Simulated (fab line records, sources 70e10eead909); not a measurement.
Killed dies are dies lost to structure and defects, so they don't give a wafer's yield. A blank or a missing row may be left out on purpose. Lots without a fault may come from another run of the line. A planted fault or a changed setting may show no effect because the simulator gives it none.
Which tool did it? | flow nand_harc | 11 lots, 33 wafers sampled, at 2 steps of a route of 1302

WHAT THE GAUGES READ, wafer by wafer
NHARC_P_ZERO_WELL_CD_MEAS_24: target cd 720 nm.
lot  | measured     | on        | cd_nm (nm)
L628 | day 1 18:31  | cd_sem-02 | 723.9 721.9 718.8
L629 | day 2 04:21  | cd_sem-02 | 720.4 720.7 720.1
L632 | day 3 10:37  | cd_sem-03 | - - -
L637 | day 5 12:35  | cd_sem-01 | 720.4 721.2 722.3
L639 | day 6 08:31  | cd_sem-01 | 720.8 719.4 721.6
L640 | day 6 18:28  | cd_sem-01 | 715.6 720.3 720.3
L642 | day 7 14:44  | cd_sem-03 | 716.7 719.0 720.1
L644 | day 8 10:46  | cd_sem-03 | 720.7 719.7 720.1
L645 | day 8 20:28  | cd_sem-01 | 717.3 718.1 719.2
L647 | day 9 16:35  | cd_sem-01 | 720.8 720.6 721.9
L649 | day 10 12:27 | cd_sem-01 | 720.2 722.2 717.8

WHICH TOOL RAN EACH LOT (tool, then ch and the chambers of the sampled wafers, then the start)
lot  | NHARC_P_ZERO_WELL_EXPOSE_21
L628 | krf_scanner-02 ch 0, day 1 18:22
L629 | krf_scanner-02 ch 0, day 2 04:12
L632 | krf_scanner-02 ch 0, day 3 10:27
L637 | krf_scanner-02 ch 0, day 5 12:25
L639 | krf_scanner-02 ch 0, day 6 08:21
L640 | krf_scanner-02 ch 0, day 6 18:19
L642 | krf_scanner-01 ch 0, day 7 14:35
L644 | krf_scanner-02 ch 0, day 8 10:37
L645 | krf_scanner-02 ch 0, day 8 20:19
L647 | krf_scanner-01 ch 0, day 9 16:26
L649 | krf_scanner-01 ch 0, day 10 12:17
- NHARC_P_ZERO_WELL_EXPOSE_21: exposes mask P NWELL, target cd 720 nm.

THE ANSWER, worked out from the rows above alone
Rule: what is usual is taken from the lots themselves. Put in order of their means at a reading, lots are off if they are a third of the lots or fewer, leave a main group of 4 or more, and stand apart from it by a gap of 3 or more times the standard deviation of the main group's means; of several such gaps the widest counts. A main group whose means are all the same, to the digits that the tables above print for the reading, isn't used. A lot without any number at a reading at which 4 lots or more have one is off too. The other lots that the step has rows for count as sound.
Off: L632, at NHARC_P_ZERO_WELL_CD_MEAS_24 (cd_nm). Without a number there: L632. The main group: mean 720.1 nm, standard deviation 1.1.
A tool fits if, at a process step before that reading, it ran every lot that is off, and no sound lot after the first of them. The gauges at NHARC_P_ZERO_WELL_CD_MEAS_24 are tried like those tools. None of those tried fits.

WHAT THE SIMULATOR HAD PUT IN
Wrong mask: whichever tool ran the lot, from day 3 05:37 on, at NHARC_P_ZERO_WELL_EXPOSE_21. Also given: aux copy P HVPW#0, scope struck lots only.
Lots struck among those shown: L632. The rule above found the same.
